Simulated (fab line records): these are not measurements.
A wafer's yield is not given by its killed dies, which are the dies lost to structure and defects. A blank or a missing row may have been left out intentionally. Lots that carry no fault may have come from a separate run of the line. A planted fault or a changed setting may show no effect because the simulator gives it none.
Struck lot and sound lot, side by side -- flow n5-finfet -- 18 steps out of a route of 1938
Sound: wafers L244.4, L244.5, L244.6. Struck: wafer L241.4 (L241.2, L241.5, from the same lot, were not struck and are left out); the cause is given at the end.
Per side, at each step with rows, come the tool, then ch with its chambers, and then its first start. Under that, the readings that differ: sound wafers -- struck wafers -- difference of the means -- sigmas: that difference in standard deviations of wafers without a fault.
alike: readings whose means differ by less than 2 such deviations, and words and numbers that are the same on both sides. not compared: withheld readings, readings that some wafer has no value for, bounds like >300 that may hide the same value, and numbers for which the record gives no deviation and whose values overlap.
A row with sigmas, a row that says differs or no value, or rows on one side alone: a step with any of these is where the two part. Numbers that don't overlap but have no deviation are shown without sigmas and don't part them. Lack of a reading on every wafer of one side parts them only where that side has two or more wafers.

first, 1 step without rows for these wafers: N5_BEOL_M15_ETCH_61 (etches BARC in N2/H2, target depth 89 nm, overetch 26.7 nm, time 67.9 s).
N5_BEOL_M15_TRENCH_ETCH_34: etches SiO2 in C4F8/O2/Ar, target depth 872.93 nm, time 199 s.
  sound on rie-diel-05 ch 1,2,3, day 14 17:04; struck on rie-diel-05 ch 3, day 13 21:04
reading,sound,struck,difference,sigmas
rf-hours-counter-h (h),- - -,37,no value on the sound wafers,
  alike: drypump-motor-current-A, he-outer-torr, oes-product-au, rf-vpp-V, showerhead-plenum-p-Torr, throttle-valve-pct
N5_BEOL_M15_STRIP_36: strips in O2.
  sound on rie-diel-05 ch 1,2,3, day 14 17:57; struck on rie-diel-05 ch 1, day 13 23:59
reading,sound,struck,difference,sigmas
rf-hours-counter-h (h),- - -,81,no value on the sound wafers,
  alike: drypump-motor-current-A, oes-product-au, rf-vpp-V, showerhead-plenum-p-Torr, throttle-valve-pct
then, 5 steps without rows for these wafers: N5_BEOL_M15_STRIP_62 (strips in O2); N5_BEOL_M15_STRIP_37 (strips in O2); N5_BEOL_M15_ETCH_38 (etches SiCN in CF4/N2, target depth 106.4 nm, time 120.5 s); N5_BEOL_M15_PRECLEAN_39 (cleans in residue remover, time 60 s); N5_BEOL_M15_SRD_40 (time 30 s, dry time 30 s).
N5_BEOL_M15_DEGAS_41: time 60 s.
  sound on pvd-sputter-03, day 14 18:29; struck on pvd-sputter-02, day 14 00:33
  alike: heater-power-w
then, 1 step without rows for these wafers: N5_BEOL_M15_PRE_CLEAN_42 (time 30 s).
N5_BEOL_M15_SPUTTER_43: material TaN, target thk 15 nm, time 24.19 s.
  sound on pvd-sputter-03, day 14 18:34; struck on pvd-sputter-02, day 14 00:38
  alike: cathode-dc-power-W, throttle-valve-pct
N5_BEOL_M15_SPUTTER_44: material Ta, target thk 15 nm, time 24.19 s.
  sound on pvd-sputter-03, day 14 18:39; struck on pvd-sputter-02, day 14 00:43
reading,sound,struck,difference,sigmas
model.Ta_of_BEOL_M15_SPUTTER_44.thk-nm (nm),14.6 14.6 14.6,21.6,+7.0,
  alike: cathode-dc-power-W, throttle-valve-pct
then, 2 steps without rows for these wafers: N5_BEOL_M15_SPUTTER_45 (material Cu, target thk 100 nm, time 16.67 s); N5_BEOL_M15_ECD_47 (material Cu, target thk 1860 nm).
N5_BEOL_M15_ANNEAL_48: time 90 s.
  sound on rtp-anneal-01 ch 0, day 14 19:13; struck on rtp-anneal-01 ch 0, day 14 01:12
  alike: wafer_temp_C_max
N5_BEOL_M15_CMP_49: polishes, stops on SiO2, t overpolish 4.9 s, target thk 850 nm.
  sound on cmp-03 ch 1,2, day 14 19:28; struck on cmp-02 ch 1, day 14 01:31
reading,sound,struck,difference,sigmas
barrier-field-endpoint-s (s),10.5 10.9 10.5,13.6,+3.0,+8
  alike: clearing-platen-rpm, head-pressure-psi, motor-current-A
N5_BEOL_M15_THK_MEAS_50: measures by xrf.
  sound on film-metro-01, day 14 19:44; struck on film-metro-01, day 14 01:44
  alike: M15_THK
next, for these wafers, 1 step has no rows: N5_PASSIVATION_PROBE_49.

== WHERE THEY PART ==
First at N5_BEOL_M15_TRENCH_ETCH_34; last, within this record, at N5_BEOL_M15_CMP_49. Later steps at which nothing parts them and some readings are alike: N5_BEOL_M15_THK_MEAS_50.

WHY: the cause the simulator had injected
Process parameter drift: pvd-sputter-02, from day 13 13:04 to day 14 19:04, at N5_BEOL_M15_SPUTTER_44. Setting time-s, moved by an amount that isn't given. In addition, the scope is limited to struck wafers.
